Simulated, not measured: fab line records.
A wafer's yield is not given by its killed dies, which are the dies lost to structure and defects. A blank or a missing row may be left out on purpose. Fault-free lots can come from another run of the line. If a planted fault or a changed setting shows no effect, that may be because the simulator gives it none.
Which of the tools did it?    flow n5-finfet    11 lots, 33 wafers sampled, at 3 steps of a route of 1938

## WHAT THE GAUGES READ, wafer by wafer
N5_BEOL_M12_INSPECT_12: inspects for defects (macro). Usual: raw-defect-count 2.0, standard deviation 1.5.
lot   measured      on                 raw-defect-count  flag
L892  day 11 08:25  defect-inspect-01  6 0 2             
L894  day 12 05:09  defect-inspect-01  2 1 1             
L898  day 12 14:57  defect-inspect-02  1 1 0             
L901  day 13 17:39  defect-inspect-01  0 1 3             
L900  day 13 17:53  defect-inspect-01  1 1 2             
L902  day 14 07:21  defect-inspect-02  2 4 2             
L909  day 15 18:49  defect-inspect-02  3 2 5             
L912  day 16 03:41  defect-inspect-02  1 1 1             
L911  day 16 16:22  defect-inspect-02  0 1 1             
L913  day 16 17:07  defect-inspect-02  1 2 2             
L915  day 16 20:54  defect-inspect-02  1 1 2             

N5_BEOL_M12_OVL_MEAS_29. Usual: M12_OVL typically reads 0 nm, with standard deviation 5.8.
lot   measured      on          M12_OVL (nm)  flag
L892  day 11 10:54  overlay-02  -2 -11 -8     
L894  day 12 06:02  overlay-01  -5 3 -2       
L898  day 12 15:52  overlay-02  3 17 4        
L901  day 13 18:32  overlay-01  0 6 1         
L900  day 13 18:46  overlay-01  -8 -10 -6     
L902  day 14 08:22  overlay-01  3 -2 -4       
L909  day 15 19:43  overlay-01  -11 -7 4      
L912  day 16 04:42  overlay-01  4 6 6         
L911  day 16 17:26  overlay-01  5 0 3         
L913  day 16 18:27  overlay-02  -7 0 -4       
L915  day 16 21:47  overlay-02  4 9 7         

## TOOL THAT RAN EACH LOT (tool first, then ch and the chambers of the sampled wafers, then the start)
lot   N5_BEOL_M12_COAT_22
L892  litho-track-04 ch 0, day 11 10:35
L894  litho-track-04 ch 0, day 12 05:43
L898  litho-track-03 ch 0, day 12 15:33
L901  litho-track-03 ch 0, day 13 18:13
L900  litho-track-03 ch 0, day 13 18:27
L902  litho-track-03 ch 0, day 14 07:55
L909  litho-track-04 ch 0, day 15 19:24
L912  litho-track-02 ch 0, day 16 04:16
L911  litho-track-03 ch 0, day 16 16:59
L913  litho-track-03 ch 0, day 16 18:01
L915  litho-track-02 ch 0, day 16 21:28
- N5_BEOL_M12_COAT_22: resist thk 300 nm.

## AS READ BY THE TOOLS THEMSELVES (means over the sampled wafers that have a number; for cases with no such wafer, the mark the record gives instead)
N5_BEOL_M12_COAT_22. Usual: spin-speed-rpm 2887.8 rpm, standard deviation 1.8.
lot   tool            spin-speed-rpm (rpm)  flag
L892  litho-track-04  2887.4                
L894  litho-track-04  2887.7                
L898  litho-track-03  2887.9                
L901  litho-track-03  2721.5                OFF
L900  litho-track-03  2722.4                OFF
L902  litho-track-03  2721.3                OFF
L909  litho-track-04  2888.1                
L912  litho-track-02  2887.8                
L911  litho-track-03  2889.8                
L913  litho-track-03  2889.7                
L915  litho-track-02  2888.8                

## THE ANSWER, worked out from the rows above alone
Rule: take the mean of a lot's wafers that have a number; if it is more than 3 standard deviations from the usual mean, the lot is off. Also off: a lot with no number at a reading for which 4 or more lots have one. Where the step has rows for the other lots, those lots are counted as sound. The gauges are gone through in route order, then the tools' own readings, and for those a lot's mean is taken as printed above. At the first step where some lot is off, the reading lying furthest off is the one used; lots without a number count as furthest.
Off, at N5_BEOL_M12_COAT_22 on spin-speed-rpm: L901, L900, L902.
A tool fits if, at that step or a process step before it, it ran every lot that is off, and no sound lot after the first of them. Not one of the candidates tried fits.

## WHAT WAS PUT IN BY THE SIMULATOR
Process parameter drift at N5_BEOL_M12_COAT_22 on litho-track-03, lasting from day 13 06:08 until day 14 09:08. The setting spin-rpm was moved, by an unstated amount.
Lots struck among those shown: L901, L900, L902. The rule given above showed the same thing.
